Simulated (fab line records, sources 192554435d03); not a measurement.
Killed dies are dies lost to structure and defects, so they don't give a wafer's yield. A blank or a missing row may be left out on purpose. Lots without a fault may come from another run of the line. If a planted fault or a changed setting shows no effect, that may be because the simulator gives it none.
Lot-split experiment ; flow n5_finfet ; 39 wafers read from 7 lots, route of 1938 steps

## ON THE SPLIT
At N5_HKMG_FIN_ETCH_58 (etches SOC in N2/H2, target depth 215.8 nm, time 741 s), the setting target_depth_a was moved away from the recipe's 2158 angstrom on 18 of the 39 wafers read, by -10.7% to +10.8%. For the rest of the wafers, this setting stayed at what the recipe calls for.

The reading is taken at the split's own step.

## THE READING
HKMG_FIN.feature_depth_nm (the simulator's own value, which no gauge read), in nm, at N5_HKMG_FIN_ETCH_58 (etches SOC in N2/H2, target depth 215.8 nm, time 741 s). There is no usual value for it anywhere in the file. The 21 wafers here that ran the recipe average 215.8 nm, standard deviation 4.8 nm.

wafer;tool, chamber at the split;target_depth_a as run, angstrom;against the recipe;HKMG_FIN.feature_depth_nm, nm;against lot-mates on the recipe
L078.1;rie_diel-04, 0;2158;recipe;219.4;-
L078.2;rie_diel-04, 3;2232;+3.4%;225.2;+7.6
L078.3;rie_diel-04, 2;2158;recipe;211;-
L078.4;rie_diel-04, 1;2232;+3.4%;230.6;+13.0
L078.5;rie_diel-04, 1;2158;recipe;222.4;-
L078.6;rie_diel-04, 2;2232;+3.4%;217;-0.6
L080.1;rie_diel-02, 1;2390;+10.8%;238.4;+26.8
L080.2;rie_diel-02, 2;2390;+10.8%;237;+25.4
L080.3;rie_diel-02, 3;2390;+10.8%;251.4;+39.8
L080.4;rie_diel-02, 0;2158;recipe;210.4;-
L080.5;rie_diel-02, 1;2158;recipe;212.2;-
L080.6;rie_diel-02, 0;2158;recipe;212.2;-
L084.1;rie_diel-04, 2;1927;-10.7%;186.2;-32.0
L084.2;rie_diel-04, 1;2158;recipe;223;-
L084.3;rie_diel-04, 3;1927;-10.7%;192.6;-25.6
L084.4;rie_diel-04, 0;1927;-10.7%;192.2;-26.0
L084.5;rie_diel-04, 0;2158;recipe;215.8;-
L084.6;rie_diel-04, 3;2158;recipe;215.8;-
L088.4;rie_diel-03, 0;2158;recipe;219;-
L088.5;rie_diel-03, 2;2158;recipe;214.4;-
L088.6;rie_diel-03, 1;2158;recipe;210.8;-
L090.1;rie_diel-04, 3;2158;recipe;219;-
L090.2;rie_diel-04, 1;2158;recipe;220.4;-
L090.3;rie_diel-04, 2;1993;-7.6%;194.8;-25.1
L090.4;rie_diel-04, 2;1993;-7.6%;193.2;-26.7
L090.5;rie_diel-04, 1;2158;recipe;220.4;-
L090.6;rie_diel-04, 3;1993;-7.6%;199.2;-20.7
L092.1;rie_diel-02, 0;2052;-4.9%;201.4;-14.9
L092.2;rie_diel-02, 2;2052;-4.9%;202.4;-13.9
L092.3;rie_diel-02, 1;2158;recipe;211.2;-
L092.4;rie_diel-02, 3;2158;recipe;226.6;-
L092.5;rie_diel-02, 1;2158;recipe;211;-
L092.6;rie_diel-02, 0;2052;-4.9%;200.2;-16.1
L097.1;rie_diel-02, 3;2388;+10.7%;247.4;+35.2
L097.2;rie_diel-02, 2;2388;+10.7%;236.8;+24.6
L097.3;rie_diel-02, 0;2158;recipe;212.2;-
L097.4;rie_diel-02, 1;2388;+10.7%;233.6;+21.4
L097.5;rie_diel-02, 2;2158;recipe;212;-
L097.6;rie_diel-02, 1;2158;recipe;212.4;-

FIT RESULTS
A straight line over all 39 wafers: HKMG_FIN.feature_depth_nm changes by +2.42 nm for each +1% of target_depth_a; r = +0.95; the points scatter about the line by 4.9 nm.
The same after taking each lot's own level away (the mean of its wafers on the recipe; 39 wafers): +2.74 nm for each +1%; r = +0.96; scatter 4.5 nm.
That fit puts the effect of the largest move of target_depth_a on the reading at 29 nm.
The span of the lots' own levels, 211.60 to 219.93 nm, comes to 1.8 times the standard deviation stated above.
Hence the slope depends on the lot-to-lot level, as the two fits are not the same.
Check: +29.1 nm against its lot-mates is what the line predicts for one of the wafers moved furthest among these (+10.8%) when that wafer is left out of the fit. Against them it came out at +26.8 nm.

## OTHER SPLITS APPLIED TO THESE WAFERS
Before the reading, these wafers also passed through other splits. Each is held against what the fit with the lots' levels taken away leaves over:
other split on the same wafers;wafers away from the commonest value;r with HKMG_FIN.feature_depth_nm (lot level and that fit taken away)
N5_PMOS_HMC_CHANNEL_EPI_EPI_20 temp_c;9;+0.08
N5_SD_EPI_P_EPI_21 temp_c;15;-0.04

## THE WHOLE CHAIN: every reading that the file lists as answering this split, in the file's order
step;what it does;reading;change (the file's fit);r (the file's)
N5_HKMG_FIN_ETCH_58;etches SOC in N2/H2, target depth 215.8 nm, time 741 s;etch.depth_nm (the simulator's own value, which no gauge read);+2.73 nm for each +1% of the setting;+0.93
N5_HKMG_FIN_ETCH_58;etches SOC in N2/H2, target depth 215.8 nm, time 741 s;SOC_of_HKMG_FIN_COAT_41.thk_nm (the simulator's own value, which no gauge read);-2.75 nm for each +1% of the setting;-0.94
N5_HKMG_FIN_ETCH_58;etches SOC in N2/H2, target depth 215.8 nm, time 741 s;HKMG_FIN.feature_depth_nm (the simulator's own value, which no gauge read);+2.73 nm for each +1% of the setting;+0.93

## THE FILE'S OWN FIT
HKMG_FIN.feature_depth_nm changes by +2.73 nm for each +1% of target_depth_a, r = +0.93.
